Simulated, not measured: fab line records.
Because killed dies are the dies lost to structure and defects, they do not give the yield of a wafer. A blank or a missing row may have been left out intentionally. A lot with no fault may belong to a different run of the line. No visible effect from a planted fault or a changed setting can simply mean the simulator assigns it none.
A struck lot beside a sound one || flow n5_finfet || 14 out of 1938 route steps
Sound: the wafers L768.3, L768.4, L768.5. Wafers struck: L759.1, L759.2, L759.4. The cause is named last.
For every step that has rows: the tool of each side, followed by ch and its chambers, followed by its first start. Under that, the readings that differ: sound wafers || struck wafers || difference of the means || sigmas: that difference in standard deviations of wafers without a fault.
alike: readings with means less than 2 such deviations apart, plus words and numbers identical on both sides. not compared: withheld readings, readings lacking a value on some wafer, bounds such as >300 that could conceal the same value, and numbers that have no deviation in the record and whose values overlap.
Wherever a step has rows on one side only, a row that says differs or no value, or a row with sigmas, the two part there. Numbers that have no deviation but don't overlap get no sigmas and don't part them. A reading missing from all wafers of one side parts the sides only when that side holds two or more wafers.

N5_BEOL_M14_ETCH_59: etches BARC in N2/H2, target depth 89 nm, overetch 26.7 nm, time 67.9 s.
  sound on rie_diel-05 ch 0,2, day 19 00:05; struck on rie_diel-04 ch 1,2,3, day 17 03:04
  alike: drypump_motor_current_A, oes_product_au, rf_vpp_V, showerhead_plenum_p_Torr, throttle_valve_pct
  not compared: rf_hours_counter_h
N5_BEOL_M14_VIA_ETCH_16: etches SiO2 in C4F8/O2/Ar, target depth 1231.3 nm.
  sound on rie_diel-05 ch 0,2, day 19 00:08; struck on rie_diel-04 ch 1,2,3, day 17 03:07
  alike: O2_flow_sccm, drypump_motor_current_A, mfc_ar_sccm, oes_product_au, rf_vpp_V, showerhead_plenum_p_Torr, throttle_valve_pct
N5_BEOL_M14_STRIP_63: strips in O2.
  sound on rie_diel-05 ch 0,2; struck on rie_diel-04 ch 1,2,3
  alike: drypump_motor_current_A, oes_product_au, rf_vpp_V, showerhead_plenum_p_Torr, throttle_valve_pct
  not compared: rf_hours_counter_h
N5_BEOL_M14_STRIP_64: strips in O2.
  sound on rie_diel-05 ch 0,2; struck on rie_diel-04 ch 1,2,3
  alike: drypump_motor_current_A, oes_product_au, rf_vpp_V, showerhead_plenum_p_Torr, throttle_valve_pct
  not compared: rf_hours_counter_h
then, 2 steps without rows for these wafers: N5_BEOL_M14_STRIP_71 (strips in post etch residue remover, time 60 s); N5_BEOL_M14_SRD_72 (time 30 s, dry time 30 s).
N5_BEOL_M14_CD_MEAS_17: the cd target is 250 nm.
  sound on cd_sem-01, day 19 00:29; struck on cd_sem-02, day 17 03:28
  alike: cd_nm
then, 5 steps without rows for these wafers: N5_BEOL_M14_COAT_65 (time 60 s, resist thk 450 nm); N5_BEOL_M14_COAT_66 (time 60 s, resist thk 110 nm); N5_BEOL_M14_COAT_22 (resist thk 300 nm); N5_BEOL_M14_EBR_24; N5_BEOL_M14_SOFTBAKE_23 (time 60 s).
N5_BEOL_M14_EXPOSE_25: exposes mask M14, target cd 280 nm.
  sound on krf_scanner-02 ch 0, day 19 00:47; struck on krf_scanner-02, day 17 03:45
  no value came back on the struck wafers for exposure_dose_mJ_cm2, focus_offset_nm (nm), sigma_inner; on the sound wafers exposure_dose_mJ_cm2 reads 26.63 26.63 26.59
  alike: mask
then, 1 step without rows for these wafers: N5_BEOL_M14_PEB_26 (peb time 90 s).

WHERE THEY PART
At N5_BEOL_M14_EXPOSE_25 and nowhere else, as far as this record goes.

WHY: what the simulator had put in
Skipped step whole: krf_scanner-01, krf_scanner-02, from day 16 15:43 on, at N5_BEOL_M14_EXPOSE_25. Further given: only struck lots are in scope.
